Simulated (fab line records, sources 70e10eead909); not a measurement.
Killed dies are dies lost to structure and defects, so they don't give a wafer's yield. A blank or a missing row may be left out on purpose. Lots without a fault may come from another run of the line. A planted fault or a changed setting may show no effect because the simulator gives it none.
Chamber matching | flow nand_harc | NHARC_A_WL_FILL_STRIP_29 on rie_diel-07: 4 sister chambers
The step strips in O2, time 20 s. 4 wafers are shown with their chamber, then 11 later ones without.

WAFERS WITH THEIR CHAMBER
wafer  | chamber | drypump_motor_current_A (A)
L093.1 | 2       | 5.3
L093.2 | 0       | 5.0
L093.6 | 3       | 6.3
L091.4 | 1       | 5.3

WAFERS WITHOUT THEIR CHAMBER
wafer  | drypump_motor_current_A (A)
L091.5 | 6.3
L091.6 | 5.2
L094.1 | 6.3
L094.2 | 5.0
L094.3 | 5.3
L094.4 | 5.2
L094.5 | 5.3
L094.6 | 5.2
L086.1 | 6.3
L086.3 | 5.2
L086.5 | 5.3

WHICH CHAMBER EACH WENT THROUGH
wafer  | from the rows above          | in truth
L091.5 | 3                            | 3
L091.6 | can't be placed: 1 or 2 or 0 | 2
L094.1 | 3                            | 3
L094.2 | 0                            | 0
L094.3 | can't be placed: 1 or 2      | 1
L094.4 | can't be placed: 1 or 2 or 0 | 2
L094.5 | can't be placed: 1 or 2      | 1
L094.6 | can't be placed: 1 or 2 or 0 | 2
L086.1 | 3                            | 3
L086.3 | can't be placed: 1 or 2 or 0 | 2
L086.5 | can't be placed: 1 or 2      | 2
Placed correctly: 4 of 11. Can't be placed from these rows: 7 (the true chamber is among the candidates in 7). Placed wrongly: 0.
How it was worked out, from the rows above alone: a wafer's distance from a chamber is the root of the sum, over the readings, of the square of ((its reading less the chamber's mean) divided by the reading's scatter). The wafer belongs to the nearest chamber; if the next one is less than 2 further off, it can't be placed. A chamber's mean is the mean of its shown wafers. The scatter: with one shown wafer a chamber, the root of the mean of the squares of how far each hidden wafer lies from its nearest shown one.
